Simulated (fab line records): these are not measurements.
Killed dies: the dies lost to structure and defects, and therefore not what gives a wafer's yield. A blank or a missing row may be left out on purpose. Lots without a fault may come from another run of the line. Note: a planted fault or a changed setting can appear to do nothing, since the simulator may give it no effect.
Matching of chambers | flow n5_finfet | N5_BEOL_M6_ALD_77 on ald_metal-03: 4 sister chambers
The step deposits TaN, target thk 2 nm, pulse time 2 s, purge time 3 s. 8 wafers are shown with their chamber, then 8 later ones without.

== WAFERS, EACH WITH ITS CHAMBER ==
wafer  | chamber | heater_power_w (W) | precursor_vessel_pressure_torr (Torr)
L077.3 | 3       | 439                | 26.21
L078.1 | 3       | 434                | 26.32
L078.3 | 2       | 424                | 26.20
L083.3 | 2       | 414                | 26.21
L086.5 | 0       | 468                | 26.30
L087.4 | 0       | 462                | 26.28
L087.5 | 1       | 453                | 26.22
L089.2 | 1       | 443                | 26.18

== WAFERS WITH NO CHAMBER GIVEN ==
wafer  | heater_power_w (W) | precursor_vessel_pressure_torr (Torr)
L089.5 | 415                | 26.17
L089.6 | 449                | 26.24
L092.1 | 443                | 26.23
L092.2 | 416                | 26.27
L092.5 | 429                | 26.33
L095.4 | 466                | 26.26
L095.5 | 448                | 26.27
L095.6 | 418                | 26.19

== EACH ONE'S CHAMBER ==
wafer  | from the rows above          | in truth
L089.5 | 2                            | 2
L089.6 | can't be placed: 1 or 3      | 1
L092.1 | can't be placed: 1 or 3      | 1
L092.2 | can't be placed: 2 or 3      | 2
L092.5 | can't be placed: 3 or 2      | 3
L095.4 | 0                            | 0
L095.5 | can't be placed: 1 or 3 or 0 | 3
L095.6 | 2                            | 2
Correctly placed: 3 of 8. Cannot be placed on the basis of these rows: 5; the candidates contain the true chamber in 5. Wrongly placed: 0.
How it was worked out, from the rows above alone: a wafer's distance from a chamber is the root of the sum, over the readings, of the square of ((its reading less the chamber's mean) divided by the reading's scatter). The wafer belongs to the nearest chamber; if the next one is less than 2 further off, it can't be placed. The mean given for a chamber averages the wafers shown for that chamber. The scatter: the root of (the sum of the squares of (reading less its chamber's mean) over the shown wafers, divided by (wafers less chambers)).
